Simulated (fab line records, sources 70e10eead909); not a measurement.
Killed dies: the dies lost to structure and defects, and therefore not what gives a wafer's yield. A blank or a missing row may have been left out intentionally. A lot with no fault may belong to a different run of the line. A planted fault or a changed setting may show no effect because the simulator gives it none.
Chamber matching ; flow nand-harc ; NHARC_THIN_TSV_DEP_43 on pecvd-03: 3 sister chambers
The step deposits SiO2, target thk 1328.5 nm. 19 wafers are shown with their chamber, then 9 later ones without.

== WAFERS WITH THEIR CHAMBER ==
wafer;chamber;showerhead-vpp-V (V);throttle-valve-pct (%)
L757.2;2;1711;16.1
L757.3;1;1821;15.9
L757.6;2;1735;16.0
L761.2;2;1759;16.1
L761.5;1;1803;16.2
L761.6;2;1749;16.2
L763.1;1;1811;16.0
L763.2;0;1885;16.9
L763.4;1;1835;16.1
L764.2;0;1862;16.8
L764.3;2;1715;16.2
L764.5;2;1756;15.8
L765.2;1;1792;16.2
L765.4;0;1895;16.8
L765.6;1;1804;16.3
L767.4;0;1891;16.6
L767.5;1;1788;16.2
L767.6;2;1736;16.1
L769.2;0;1882;16.7

SIGNATURES (averages over the wafers above)
reading;chamber 0;chamber 1;chamber 2;scatter within a chamber
showerhead-vpp-V;1883.00;1807.71;1737.29;16.6
throttle-valve-pct;16.760;16.129;16.071;0.132
Rule: distance of a wafer from a chamber = root of the sum over the readings of ((wafer's reading minus chamber's mean) / reading's scatter) squared. If the next closest chamber is less than 2 further off than the closest, the wafer can't be placed; otherwise it belongs to the closest. How the scatter is found: for the shown wafers, subtract from each reading the mean of its chamber, square and add these, divide the total by (wafers less chambers), then take the root.

== WAFERS WITHOUT THEIR CHAMBER ==
wafer;showerhead-vpp-V (V);throttle-valve-pct (%)
L769.5;1750;16.2
L769.6;1881;16.9
L770.2;1867;17.1
L770.5;1861;17.0
L770.6;1703;16.3
L772.1;1818;15.8
L772.2;1874;17.0
L772.5;1888;17.0
L775.6;1775;16.5

== EACH ONE'S CHAMBER ==
wafer;from the rows above;in truth
L769.5;2;2
L769.6;0;0
L770.2;0;0
L770.5;0;0
L770.6;2;2
L772.1;1;1
L772.2;0;0
L772.5;0;0
L775.6;can't be placed: 1 or 2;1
8 of 9 placed correctly. Can't be placed from these rows: 1 (the true chamber is among the candidates in 1). Number placed wrongly: 0.
